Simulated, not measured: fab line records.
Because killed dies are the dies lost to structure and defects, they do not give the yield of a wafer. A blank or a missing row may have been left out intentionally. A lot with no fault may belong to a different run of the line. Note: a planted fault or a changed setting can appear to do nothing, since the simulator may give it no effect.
A single fault, viewed from 2 desks / flow n5Finfet / each desk holds nothing but its own numbers, with what lay behind them at the end

== AT THE TOOL OWNER'S DESK: arfiScanner-03 ==
The tool's own readings at N5_BEOL_M11_EXPOSE_25 (exposes mask V10): means of the sampled wafers that have a number, for each lot that ran on this tool. Marked OUT: a lot whose mean sits more than 4 standard deviations from the usual mean, which makes it out of limits; the brackets give that distance.
Columns: A = exposureDoseMJCm2 at N5_BEOL_M11_EXPOSE_25, usual 85.43
lot=L812; first seen here=day 10 10:41; A=85.42
lot=L814; first seen here=day 10 22:35; A=85.42
lot=L816; first seen here=day 11 16:26; A=85.43
lot=L820; first seen here=day 12 21:37; A=85.31
lot=L826; first seen here=day 14 03:24; A=85.32
lot=L827; first seen here=day 14 10:11; A=85.38
This desk's verdict: no lot among the 6 shows anything out of limits.

== AT THE METROLOGY DESK ==
What the gauges read for every lot (on any tool): the sampled wafers with a number, averaged. Marked OUT: a lot whose mean sits more than 4 standard deviations from the usual mean, which makes it out of limits; the brackets give that distance.
Columns: A = V10_OVL at N5_BEOL_M11_OVL_MEAS_29, usual -0.1 nm
lot=L812; first seen here=day 10 10:51; A=0.1
lot=L814; first seen here=day 10 22:46; A=-0.3
lot=L817; first seen here=day 11 16:08; A=0.3
lot=L816; first seen here=day 11 16:36; A=-0.7
lot=L820; first seen here=day 12 21:46; A=-0.8
lot=L826; first seen here=day 14 03:34; A=6.1 (+9.9) OUT
lot=L827; first seen here=day 14 10:20; A=6.0 (+9.6) OUT
lot=L832; first seen here=day 15 19:10; A=0.3
lot=L831; first seen here=day 15 23:41; A=0.1
lot=L830; first seen here=day 15 23:51; A=0.5
This desk finds L826, L827 out of limits, with the earliest case on L826 at day 14 03:34 (V10_OVL at N5_BEOL_M11_OVL_MEAS_29). L812, L814, L817, L816, L820, L832, L831, L830: within limits.

== BROUGHT TOGETHER ==
L826, L827 would have let the metrology desk raise an alarm at day 14 03:34.
The desk of the tool owner found nothing out of limits.
Tool owner's desk: L826, L827 on record, inside its limits.
On arfiScanner-03, each named lot ran N5_BEOL_M11_EXPOSE_25.

== WHAT THE SIMULATOR HAD INSERTED ==
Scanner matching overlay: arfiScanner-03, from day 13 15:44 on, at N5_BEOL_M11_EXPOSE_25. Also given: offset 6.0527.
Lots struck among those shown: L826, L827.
Per desk, hours elapsed from the start of the fault to the first reading out of limits: for the metrology desk, 12.
